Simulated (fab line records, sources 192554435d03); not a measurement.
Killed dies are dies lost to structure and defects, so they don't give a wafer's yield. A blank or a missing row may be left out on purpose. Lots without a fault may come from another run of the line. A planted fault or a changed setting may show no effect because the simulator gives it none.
Split-lot experiment | flow n5_finfet | 7 lots, 21 wafers read, on a route of 1938 steps

THE SPLIT
At N5_BEOL_M14_PEB_26 (peb time 90 s), the setting peb_temp_c was moved away from the recipe's 130 C on 5 of the 21 wafers read, by -1.8% to +2.7%. The other wafers ran this setting at the recipe's value.

FROM THE SPLIT TO THE READING: what the file shows between them, 2 steps
- N5_BEOL_M14_DEVELOP_27: develop time 45 s
- N5_BEOL_M14_HARDBAKE_32: time 120 s

THE READING
cd_nm, in nm, at N5_BEOL_M14_CD_MEAS_28 (target cd 284.4 nm). Fault-free wafers of this fab line usually give 284.8 nm, standard deviation 1.6 nm.

wafer  | tool, chamber at the split | peb_temp_c as run, C | against the recipe | cd_nm, nm | against lot-mates on the recipe
L074.1 | litho_track-03, 0          | 127.7                | -1.8%              | 272.8     | -10.5
L074.2 | litho_track-03, 0          | 127.7                | -1.8%              | 270.3     | -13.0
L074.3 | litho_track-03, 0          | 130                  | recipe             | 283.3     | -
L078.1 | litho_track-02, 0          | 130                  | recipe             | 283.6     | -
L078.3 | litho_track-02, 0          | 131.1                | +0.8%              | 290.7     | +6.1
L078.5 | litho_track-02, 0          | 130                  | recipe             | 285.5     | -
L077.3 | litho_track-02, 0          | 133.5                | +2.7%              | 297.7     | +11.2
L077.4 | litho_track-02, 0          | 130                  | recipe             | 285.3     | -
L077.5 | litho_track-02, 0          | 130                  | recipe             | 287.6     | -
L080.1 | litho_track-01, 0          | 130                  | recipe             | 285.0     | -
L080.2 | litho_track-01, 0          | 130                  | recipe             | 281.9     | -
L080.3 | litho_track-01, 0          | 131.7                | +1.3%              | 293.7     | +10.2
L084.4 | litho_track-01, 0          | 130                  | recipe             | 286.1     | -
L084.5 | litho_track-01, 0          | 130                  | recipe             | 283.9     | -
L084.6 | litho_track-01, 0          | 130                  | recipe             | 284.4     | -
L088.1 | litho_track-02, 0          | 130                  | recipe             | 284.5     | -
L088.2 | litho_track-02, 0          | 130                  | recipe             | 286.1     | -
L088.5 | litho_track-02, 0          | 130                  | recipe             | 283.0     | -
L096.2 | litho_track-03, 0          | 130                  | recipe             | 283.5     | -
L096.3 | litho_track-03, 0          | 130                  | recipe             | 282.8     | -
L096.6 | litho_track-03, 0          | 130                  | recipe             | 282.4     | -

THE FIT
A straight line over all 21 wafers: cd_nm changes by +6.22 nm for each +1% of peb_temp_c; r = +0.96; the points scatter about the line by 1.8 nm.
The same after taking each lot's own level away (the mean of its wafers on the recipe; 21 wafers): +5.69 nm for each +1%; r = +0.95; scatter 1.7 nm.
On that fit, the largest move of peb_temp_c shifts the reading by 15 nm.
The lots' own levels span 282.90 to 286.45 nm, that is 2.2 times the standard deviation above.
So the lot-to-lot level changes the slope little: the two slopes agree.
Check: with one of the wafers moved furthest among these (+2.7%) left out of the fit, the line predicts +18.8 nm for it against its lot-mates. It came out at +11.2 nm against them.

OTHER SPLITS ON THESE WAFERS
These wafers also went through other splits before the reading. Each is held against what the fit with the lots' levels taken away leaves over:
other split on the same wafers | wafers away from the commonest value | r with cd_nm (lot level and that fit taken away)
N5_BEOL_M11_EXPOSE_08 dose_mj  | 5                                    | -0.62
N5_BEOL_M12_ETCH_68 time_s     | 5                                    | -0.10
N5_BEOL_M13_EXPOSE_07 dose_mj  | 8                                    | -0.19

THE WHOLE CHAIN: every reading that the file lists as answering this split, in the file's order
step                       | what it does                                                    | reading                                                         | change (the file's fit)              | r (the file's)
N5_BEOL_M14_CD_MEAS_28     | target cd 284.4 nm                                              | cd_nm                                                           | +5.43 nm for each +1% of the setting | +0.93
N5_BEOL_M14_DESCUM_33      | chemistry O2, time 7.9 s                                        | BEOL_M14.cd_nm (the simulator's own value, which no gauge read) | +5.35 nm for each +1% of the setting | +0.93
N5_BEOL_M14_ETCH_68        | etches SOC in N2/H2, time 450 s                                 | BEOL_M14.cd_nm (the simulator's own value, which no gauge read) | +5.69 nm for each +1% of the setting | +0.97
N5_BEOL_M14_TRENCH_ETCH_34 | etches SiO2 in C4F8/O2/Ar, target depth 556.65 nm, time 126.9 s | BEOL_M14.cd_nm (the simulator's own value, which no gauge read) | +5.79 nm for each +1% of the setting | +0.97

THE FILE'S OWN FIT
cd_nm changes by +5.43 nm for each +1% of peb_temp_c, r = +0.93.
